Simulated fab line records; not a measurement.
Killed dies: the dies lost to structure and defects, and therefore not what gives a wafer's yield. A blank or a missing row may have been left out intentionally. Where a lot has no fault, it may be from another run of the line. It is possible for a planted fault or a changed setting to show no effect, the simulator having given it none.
Which tool is to blame? | flow n5Finfet | 24 lots, 72 wafers sampled, at 6 steps of a route of 1938

WHAT EACH GAUGE READ, for each wafer
Not one reading of a measure or inspect step in the record can be checked against a usual standard deviation.

WHAT TOOL EACH LOT RAN ON (gives the tool, then ch and the chambers of the sampled wafers, and finally the start)
lot  | N5_BEOL_M1_STRIP_97                          | N5_BEOL_M1_ANNEAL_82        | N5_BEOL_M1_SPUTTER_88       | N5_BEOL_M1_DEP_57               | N5_BEOL_M2_ILD_DEP_00           | N5_BEOL_M2_PECVD_72
L074 | rieDiel-03 ch 0,1,3, day 6 12:08 or earlier  | pvdSputter-02, day 6 12:08  | pvdSputter-02, day 6 12:29  | pecvd-04 ch 1,2, day 6 14:25    | pecvd-02 ch 0,1, day 6 14:33    | pecvd-04 ch 0,1,2, day 6 14:39
L075 | rieDiel-06 ch 0,1,2, day 6 13:21 or earlier  | pvdSputter-03, day 6 13:21  | pvdSputter-03, day 6 13:43  | pecvd-03 ch 0,1,2, day 6 16:16  | pecvd-01 ch 0,1, day 6 16:23    | pecvd-04 ch 0,1,2, day 6 16:31
L076 | rieDiel-06 ch 0,1, day 6 21:36 or earlier    | pvdSputter-02, day 6 21:36  | pvdSputter-02, day 6 21:58  | pecvd-03 ch 0,1, day 6 23:49    | pecvd-01 ch 0,1, day 6 23:57    | pecvd-04 ch 0,1,2, day 7 00:04
L078 | rieDiel-02 ch 0,1,2, day 7 05:34 or earlier  | pvdSputter-03, day 7 05:34  | pvdSputter-03, day 7 05:56  | pecvd-03 ch 0,1, day 7 07:47    | pecvd-04 ch 0,1, day 7 07:55    | pecvd-02 ch 1,2, day 7 08:01
L077 | rieDiel-02 ch 1,2, day 7 10:10 or earlier    | pvdSputter-03, day 7 10:10  | pvdSputter-03, day 7 10:31  | pecvd-02 ch 1,2, day 7 12:23    | pecvd-01 ch 0,1, day 7 12:31    | pecvd-02 ch 0,2, day 7 12:37
L079 | rieDiel-02 ch 0,1,3, day 7 13:15 or earlier  | pvdSputter-01, day 7 13:15  | pvdSputter-01, day 7 13:38  | pecvd-02 ch 0,2, day 7 15:35    | pecvd-01 ch 1,2, day 7 15:43    | pecvd-04 ch 1,2, day 7 15:49
L080 | rieDiel-06 ch 0,1,3, day 7 16:11 or earlier  | pvdSputter-02, day 7 16:11  | pvdSputter-02, day 7 16:32  | pecvd-03 ch 0,1,2, day 7 18:40  | pecvd-04 ch 0,1,2, day 7 18:48  | pecvd-02 ch 0,1,2, day 7 18:54
L081 | rieDiel-06 ch 2,3, day 7 22:11 or earlier    | pvdSputter-02, day 7 22:11  | pvdSputter-02, day 7 22:33  | pecvd-02 ch 0,1,2, day 8 00:29  | pecvd-01 ch 1,2, day 8 00:37    | pecvd-04 ch 1,2, day 8 00:43
L082 | rieDiel-06 ch 2,3, day 8 02:17 or earlier    | pvdSputter-01, day 8 02:17  | pvdSputter-01, day 8 02:38  | pecvd-02 ch 1,2, day 8 04:34    | pecvd-01 ch 0,2, day 8 04:42    | pecvd-04 ch 0,2, day 8 04:49
L083 | rieDiel-03 ch 2,3, day 8 06:32 or earlier    | pvdSputter-03, day 8 06:32  | pvdSputter-03, day 8 06:53  | pecvd-04 ch 0,1,2, day 8 08:45  | pecvd-02 ch 0,1,2, day 8 08:53  | pecvd-01 ch 0,2, day 8 08:59
L084 | rieDiel-06 ch 1,3, day 8 16:44 or earlier    | pvdSputter-02, day 8 16:44  | pvdSputter-02, day 8 17:05  | pecvd-02 ch 0,1, day 8 19:08    | pecvd-04 ch 0,2, day 8 19:16    | pecvd-02 ch 0,1, day 8 19:22
L085 | rieDiel-06 ch 2,3, day 9 02:56 or earlier    | pvdSputter-03, day 9 02:56  | pvdSputter-03, day 9 03:17  | pecvd-02 ch 0,1,2, day 9 05:09  | pecvd-04 ch 1,2, day 9 05:17    | pecvd-01 ch 0,1,2, day 9 05:25
L086 | rieDiel-03 ch 1,2,3, day 9 11:56 or earlier  | pvdSputter-02, day 9 11:56  | pvdSputter-02, day 9 12:17  | pecvd-03 ch 1,2, day 9 14:13    | pecvd-04 ch 1,2, day 9 14:20    | pecvd-01 ch 0,1, day 9 14:28
L087 | rieDiel-02 ch 0,1,3, day 9 15:53 or earlier  | pvdSputter-01, day 9 15:53  | pvdSputter-01, day 9 16:15  | pecvd-03 ch 0,2, day 9 18:07    | pecvd-02 ch 0,1, day 9 18:15    | pecvd-01 ch 0,2, day 9 18:22
L088 | rieDiel-02 ch 1,2, day 9 20:40 or earlier    | pvdSputter-02, day 9 20:40  | pvdSputter-02, day 9 21:01  | pecvd-04 ch 0,2, day 9 22:53    | pecvd-02 ch 0,1, day 9 23:01    | pecvd-02 ch 0,1, day 9 23:08
L089 | rieDiel-02 ch 1,2,3, day 9 23:50 or earlier  | pvdSputter-02, day 9 23:50  | pvdSputter-02, day 10 00:11 | pecvd-04 ch 0,1,2, day 10 02:03 | pecvd-02 ch 0,1, day 10 02:11   | pecvd-01 ch 0,1,2, day 10 02:18
L090 | rieDiel-03 ch 1,2,3, day 10 07:01 or earlier | pvdSputter-03, day 10 07:01 | pvdSputter-03, day 10 07:22 | pecvd-03 ch 1,2, day 10 09:14   | pecvd-02 ch 0,1, day 10 09:22   | pecvd-01 ch 0,1,2, day 10 09:29
L091 | rieDiel-03 ch 1,3, day 10 19:07 or earlier   | pvdSputter-03, day 10 19:07 | pvdSputter-03, day 10 19:28 | pecvd-03 ch 1,2, day 10 21:21   | pecvd-01 ch 0,2, day 10 21:29   | pecvd-01 ch 0,1,2, day 10 21:36
L092 | rieDiel-03 ch 1,3, day 10 20:23 or earlier   | pvdSputter-02, day 10 20:23 | pvdSputter-02, day 10 20:44 | pecvd-04 ch 0,1, day 10 22:41   | pecvd-01 ch 0,1,2, day 10 22:49 | pecvd-04 ch 0,1,2, day 10 22:55
L093 | rieDiel-03 ch 1,2, day 11 00:29 or earlier   | pvdSputter-02, day 11 00:29 | pvdSputter-02, day 11 00:50 | pecvd-03 ch 1,2, day 11 02:43   | pecvd-04 ch 0,2, day 11 02:52   | pecvd-04 ch 0,1,2, day 11 02:58
L094 | rieDiel-03 ch 1,3, day 11 08:22 or earlier   | pvdSputter-03, day 11 08:22 | pvdSputter-03, day 11 08:44 | pecvd-04 ch 1,2, day 11 10:35   | pecvd-01 ch 0,1, day 11 10:43   | pecvd-04 ch 0,1,2, day 11 10:49
L095 | rieDiel-03 ch 1,2,3, day 11 12:05 or earlier | pvdSputter-03, day 11 12:05 | pvdSputter-03, day 11 12:27 | pecvd-04 ch 0,1,2, day 11 14:19 | pecvd-01 ch 0,1, day 11 14:27   | pecvd-04 ch 0,1,2, day 11 14:34
L096 | rieDiel-02 ch 0,2,3, day 11 17:59 or earlier | pvdSputter-01, day 11 17:59 | pvdSputter-01, day 11 18:20 | pecvd-02 ch 0,1,2, day 11 20:13 | pecvd-04 ch 0,1,2, day 11 20:21 | pecvd-01 ch 0,1,2, day 11 20:27
L097 | rieDiel-03 ch 1,2, day 12 03:13 or earlier   | pvdSputter-01, day 12 03:13 | pvdSputter-01, day 12 03:35 | pecvd-04 ch 0,1, day 12 05:26   | pecvd-02 ch 1,2, day 12 05:34   | pecvd-04 ch 0,2, day 12 05:40
- N5_BEOL_M1_STRIP_97: strips in N2/H2, time 10 s.
- N5_BEOL_M1_ANNEAL_82: time 240 s.
- N5_BEOL_M1_SPUTTER_88: material Cu, target thk 4.5 nm, time 8.29 s.
- N5_BEOL_M1_DEP_57: deposits SiCN from 3MS/NH3, target thk 8 nm, time 14 s.
- N5_BEOL_M2_ILD_DEP_00: deposits SiOC from DEMS/O2, target thk 79 nm, time 15.3 s.
- N5_BEOL_M2_PECVD_72: deposits SiO2 from TEOS/O2, target thk 16 nm, time 18 s.

AS READ BY THE TOOLS THEMSELVES (means over the sampled wafers that have a number; for cases with no such wafer, the mark the record gives instead)
N5_BEOL_M1_STRIP_97. Usual: drypumpMotorCurrentA 5.5 A, standard deviation 0.56; oesProductAu 0.79 a.u., standard deviation 0.081; rfVppV 59.1 V, standard deviation 0.93; showerheadPlenumPTorr 2.52 Torr, standard deviation 0.11; throttleValvePct 23.6 %, standard deviation 0.32.
lot  | tool       | drypumpMotorCurrentA (A) | oesProductAu (a.u.) | rfVppV (V) | showerheadPlenumPTorr (Torr) | throttleValvePct (%) | flag
L074 | rieDiel-03 | 5.8                      | 0.78                | 58.5       | 2.58                         | 23.4                 | 
L075 | rieDiel-06 | 5.5                      | 0.74                | 60.5       | 2.53                         | 23.8                 | 
L076 | rieDiel-06 | 6.0                      | 0.75                | 59.4       | 2.50                         | 23.8                 | 
L078 | rieDiel-02 | 5.6                      | 0.78                | 58.2       | 2.43                         | 23.9                 | 
L077 | rieDiel-02 | 5.6                      | 0.81                | 58.8       | 2.46                         | 23.8                 | 
L079 | rieDiel-02 | 5.7                      | 0.71                | 60.1       | 2.49                         | 24.0                 | 
L080 | rieDiel-06 | 5.5                      | 0.79                | 59.0       | 2.54                         | 23.6                 | 
L081 | rieDiel-06 | 4.7                      | 0.80                | 59.2       | 2.54                         | 23.6                 | 
L082 | rieDiel-06 | 4.8                      | 0.80                | 59.2       | 2.54                         | 23.6                 | 
L083 | rieDiel-03 | 6.1                      | 0.76                | 59.1       | 2.42                         | 23.5                 | 
L084 | rieDiel-06 | 5.0                      | 0.82                | 60.0       | 2.58                         | 23.3                 | 
L085 | rieDiel-06 | 4.8                      | 0.79                | 58.5       | 2.54                         | 23.6                 | 
L086 | rieDiel-03 | 5.6                      | 0.81                | 58.0       | 2.52                         | 23.5                 | 
L087 | rieDiel-02 | 5.8                      | 0.80                | 58.5       | 2.48                         | 23.8                 | 
L088 | rieDiel-02 | 5.5                      | 0.74                | 58.5       | 2.47                         | 23.9                 | 
L089 | rieDiel-02 | 5.7                      | 0.83                | 59.4       | 2.51                         | 23.7                 | 
L090 | rieDiel-03 | 5.6                      | 0.80                | 59.7       | 2.52                         | 23.5                 | 
L091 | rieDiel-03 | 6.0                      | 0.75                | 59.3       | 2.49                         | 23.5                 | 
L092 | rieDiel-03 | 5.5                      | 0.80                | 58.6       | 2.60                         | 23.5                 | 
L093 | rieDiel-03 | 5.1                      | 0.85                | 59.3       | 2.62                         | 23.5                 | 
L094 | rieDiel-03 | 5.5                      | 0.79                | 60.4       | 2.60                         | 23.5                 | 
L095 | rieDiel-03 | 5.6                      | 0.79                | 59.1       | 2.51                         | 23.5                 | 
L096 | rieDiel-02 | 5.8                      | 0.81                | 58.9       | 2.47                         | 23.7                 | 
L097 | rieDiel-03 | 5.1                      | 0.84                | 59.3       | 2.61                         | 23.6                 | 

N5_BEOL_M1_ANNEAL_82. Usual: heaterPowerW 856 W, standard deviation 84; susceptorTempC 399.98 C, standard deviation 0.21.
lot  | tool          | heaterPowerW (W) | susceptorTempC (C) | flag
L074 | pvdSputter-02 | 778              | 399.96             | 
L075 | pvdSputter-03 | 945              | 399.92             | 
L076 | pvdSputter-02 | 773              | 400.18             | 
L078 | pvdSputter-03 | 916              | 399.92             | 
L077 | pvdSputter-03 | 944              | 400.01             | 
L079 | pvdSputter-01 | 894              | 399.96             | 
L080 | pvdSputter-02 | 802              | 400.20             | 
L081 | pvdSputter-02 | 780              | 399.95             | 
L082 | pvdSputter-01 | 881              | 399.92             | 
L083 | pvdSputter-03 | 942              | 400.00             | 
L084 | pvdSputter-02 | 776              | 399.93             | 
L085 | pvdSputter-03 | 927              | 399.86             | 
L086 | pvdSputter-02 | 822              | 400.02             | 
L087 | pvdSputter-01 | 892              | 400.03             | 
L088 | pvdSputter-02 | 804              | 399.88             | 
L089 | pvdSputter-02 | 807              | 400.05             | 
L090 | pvdSputter-03 | 903              | 399.99             | 
L091 | pvdSputter-03 | 898              | 400.04             | 
L092 | pvdSputter-02 | 803              | 399.95             | 
L093 | pvdSputter-02 | 813              | 399.85             | 
L094 | pvdSputter-03 | 897              | 399.85             | 
L095 | pvdSputter-03 | 893              | 400.03             | 
L096 | pvdSputter-01 | 944              | 399.99             | 
L097 | pvdSputter-01 | 941              | 399.92             | 

N5_BEOL_M1_SPUTTER_88. Usual: susceptorTempC -20.00 C, standard deviation 0.11; throttleValvePct 29.6 %, standard deviation 0.96.
lot  | tool          | susceptorTempC (C) | throttleValvePct (%) | flag
L074 | pvdSputter-02 | -20.02             | 29.7                 | 
L075 | pvdSputter-03 | -20.09             | 29.2                 | 
L076 | pvdSputter-02 | -20.00             | 29.7                 | 
L078 | pvdSputter-03 | -19.99             | 29.4                 | 
L077 | pvdSputter-03 | -20.08             | 29.4                 | 
L079 | pvdSputter-01 | -19.90             | 30.1                 | 
L080 | pvdSputter-02 | -20.05             | 28.8                 | 
L081 | pvdSputter-02 | -20.00             | 29.7                 | 
L082 | pvdSputter-01 | -20.01             | 29.2                 | 
L083 | pvdSputter-03 | -19.89             | 30.0                 | 
L084 | pvdSputter-02 | -20.03             | 29.7                 | 
L085 | pvdSputter-03 | -20.02             | 29.4                 | 
L086 | pvdSputter-02 | -20.06             | 29.6                 | 
L087 | pvdSputter-01 | -20.06             | 29.1                 | 
L088 | pvdSputter-02 | -20.12             | 29.4                 | 
L089 | pvdSputter-02 | -20.00             | 29.6                 | 
L090 | pvdSputter-03 | -19.95             | 29.9                 | 
L091 | pvdSputter-03 | -20.03             | 29.9                 | 
L092 | pvdSputter-02 | -19.95             | 29.6                 | 
L093 | pvdSputter-02 | -20.08             | 29.5                 | 
L094 | pvdSputter-03 | -20.04             | 29.8                 | 
L095 | pvdSputter-03 | -19.97             | 29.6                 | 
L096 | pvdSputter-01 | -19.99             | 28.9                 | 
L097 | pvdSputter-01 | -19.93             | 30.3                 | 

N5_BEOL_M1_DEP_57. Usual: showerheadPlenumPTorr 3.661 Torr, standard deviation 0.012; throttleValvePct 9.2 %, standard deviation 0.33.
lot  | tool     | showerheadPlenumPTorr (Torr) | throttleValvePct (%) | flag
L074 | pecvd-04 | 3.661                        | 9.1                  | 
L075 | pecvd-03 | 3.659                        | 9.3                  | 
L076 | pecvd-03 | 3.658                        | 9.4                  | 
L078 | pecvd-03 | 3.668                        | 9.8                  | 
L077 | pecvd-02 | 3.648                        | 9.3                  | 
L079 | pecvd-02 | 3.657                        | 9.3                  | 
L080 | pecvd-03 | 3.662                        | 9.3                  | 
L081 | pecvd-02 | 3.662                        | 9.2                  | 
L082 | pecvd-02 | 3.652                        | 9.2                  | 
L083 | pecvd-04 | 3.661                        | 9.2                  | 
L084 | pecvd-02 | 3.658                        | 9.1                  | 
L085 | pecvd-02 | 3.661                        | 9.4                  | 
L086 | pecvd-03 | 3.662                        | 8.8                  | 
L087 | pecvd-03 | 3.678                        | 9.6                  | 
L088 | pecvd-04 | 3.656                        | 9.3                  | 
L089 | pecvd-04 | 3.660                        | 9.3                  | 
L090 | pecvd-03 | 3.654                        | 9.2                  | 
L091 | pecvd-03 | 3.663                        | 9.0                  | 
L092 | pecvd-04 | 3.666                        | 9.3                  | 
L093 | pecvd-03 | 3.654                        | 8.9                  | 
L094 | pecvd-04 | 3.665                        | 9.2                  | 
L095 | pecvd-04 | 3.659                        | 9.2                  | 
L096 | pecvd-02 | 3.661                        | 9.1                  | 
L097 | pecvd-04 | 3.668                        | 9.2                  | 

N5_BEOL_M2_ILD_DEP_00. Usual: heaterPowerOuterW 261 W, standard deviation 44; heaterPowerW 492 W, standard deviation 59; showerheadPlenumPTorr 5.694 Torr, standard deviation 0.012; susceptorTempC 349.99 C, standard deviation 0.2; throttleValvePct 12.3 %, standard deviation 0.37.
lot  | tool     | heaterPowerOuterW (W) | heaterPowerW (W) | showerheadPlenumPTorr (Torr) | susceptorTempC (C) | throttleValvePct (%) | flag
L074 | pecvd-02 | 292                   | 506              | 5.681                        | 350.03             | 12.1                 | 
L075 | pecvd-01 | 273                   | 531              | 5.702                        | 349.88             | 12.6                 | 
L076 | pecvd-01 | 264                   | 527              | 5.701                        | 349.88             | 12.6                 | 
L078 | pecvd-04 | 234                   | 448              | 5.693                        | 349.96             | 12.2                 | 
L077 | pecvd-01 | 197                   | 439              | 5.702                        | 350.21             | 12.6                 | 
L079 | pecvd-01 | 236                   | 479              | 5.695                        | 349.90             | 12.3                 | 
L080 | pecvd-04 | 273                   | 484              | 5.688                        | 350.11             | 12.2                 | 
L081 | pecvd-01 | 232                   | 477              | 5.702                        | 349.97             | 12.3                 | 
L082 | pecvd-01 | 202                   | 429              | 5.707                        | 349.77             | 12.4                 | 
L083 | pecvd-02 | 286                   | 510              | 5.690                        | 349.88             | 12.2                 | 
L084 | pecvd-04 | 235                   | 435              | 5.680                        | 349.88             | 12.3                 | 
L085 | pecvd-04 | 288                   | 526              | 5.698                        | 349.88             | 11.9                 | 
L086 | pecvd-04 | 273                   | 490              | 5.689                        | 350.04             | 12.2                 | 
L087 | pecvd-02 | 301                   | 523              | 5.698                        | 349.90             | 12.2                 | 
L088 | pecvd-02 | 271                   | 504              | 5.694                        | 349.85             | 12.2                 | 
L089 | pecvd-02 | 320                   | 545              | 5.693                        | 350.07             | 12.2                 | 
L090 | pecvd-02 | 321                   | 547              | 5.689                        | 350.03             | 12.0                 | 
L091 | pecvd-01 | 217                   | 446              | 5.694                        | 349.85             | 12.5                 | 
L092 | pecvd-01 | 247                   | 495              | 5.706                        | 349.99             | 12.5                 | 
L093 | pecvd-04 | 235                   | 443              | 5.681                        | 350.01             | 12.4                 | 
L094 | pecvd-01 | 222                   | 481              | 5.702                        | 350.01             | 12.7                 | 
L095 | pecvd-01 | 249                   | 502              | 5.703                        | 350.13             | 12.7                 | 
L096 | pecvd-04 | 258                   | 456              | 5.684                        | 350.16             | 12.2                 | 
L097 | pecvd-02 | 274                   | 476              | 5.687                        | 349.91             | 11.7                 | 

N5_BEOL_M2_PECVD_72. Usual: heaterPowerOuterW 417 W, standard deviation 61; heaterPowerW 710 W, standard deviation 85; showerheadPlenumPTorr 8.78 Torr, standard deviation 0.044; susceptorTempC 399.98 C, standard deviation 0.21; throttleValvePct 22.9 %, standard deviation 0.52.
lot  | tool     | heaterPowerOuterW (W) | heaterPowerW (W) | showerheadPlenumPTorr (Torr) | susceptorTempC (C) | throttleValvePct (%) | flag
L074 | pecvd-04 | 411                   | 667              | 8.77                         | 399.93             | 22.5                 | 
L075 | pecvd-04 | 382                   | 637              | 8.77                         | 399.83             | 22.7                 | 
L076 | pecvd-04 | 395                   | 663              | 8.78                         | 400.09             | 22.7                 | 
L078 | pecvd-02 | 441                   | 707              | 8.72                         | 400.07             | 23.0                 | 
L077 | pecvd-02 | 469                   | 793              | 8.80                         | 399.93             | 23.0                 | 
L079 | pecvd-04 | 455                   | 729              | 8.81                         | 399.97             | 22.5                 | 
L080 | pecvd-02 | 455                   | 743              | 8.75                         | 399.99             | 23.0                 | 
L081 | pecvd-04 | 449                   | 724              | 8.75                         | 399.94             | 22.5                 | 
L082 | pecvd-04 | 419                   | 711              | 8.73                         | 399.91             | 22.7                 | 
L083 | pecvd-01 | 390                   | 685              | 8.80                         | 400.16             | 22.6                 | 
L084 | pecvd-02 | 506                   | 831              | 8.79                         | 399.92             | 22.9                 | 
L085 | pecvd-01 | 358                   | 672              | 8.81                         | 399.80             | 23.1                 | 
L086 | pecvd-01 | 346                   | 660              | 8.82                         | 400.21             | 23.6                 | 
L087 | pecvd-01 | 359                   | 654              | 8.80                         | 399.90             | 23.3                 | 
L088 | pecvd-02 | 447                   | 720              | 8.76                         | 399.75             | 22.9                 | 
L089 | pecvd-01 | 415                   | 742              | 8.80                         | 399.82             | 23.1                 | 
L090 | pecvd-01 | 394                   | 719              | 8.81                         | 399.99             | 23.1                 | 
L091 | pecvd-01 | 409                   | 741              | 8.79                         | 400.23             | 23.2                 | 
L092 | pecvd-04 | 429                   | 718              | 8.77                         | 400.04             | 22.9                 | 
L093 | pecvd-04 | 448                   | 716              | 8.77                         | 400.09             | 23.1                 | 
L094 | pecvd-04 | 451                   | 726              | 8.76                         | 399.98             | 22.8                 | 
L095 | pecvd-04 | 402                   | 685              | 8.77                         | 399.78             | 22.8                 | 
L096 | pecvd-01 | 366                   | 668              | 8.80                         | 400.06             | 23.2                 | 
L097 | pecvd-04 | 406                   | 681              | 8.74                         | 400.20             | 23.0                 | 

THE ANSWER, worked out from the rows above alone
Rule: take the mean of a lot's wafers that have a number; if it is more than 3 standard deviations from the usual mean, the lot is off. A lot without any number at a reading at which 4 lots or more have one is off too. The other lots that the step has rows for count as sound. The gauges are gone through in route order, then the tools' own readings, and for those a lot's mean is taken as printed above. The first step at which some lot is off is used, and at that step the reading that is off furthest; a lot without a number counts as furthest.
None of the lots is off at any reading shown; this tells nothing.

WHAT HAD BEEN PUT IN BY THE SIMULATOR
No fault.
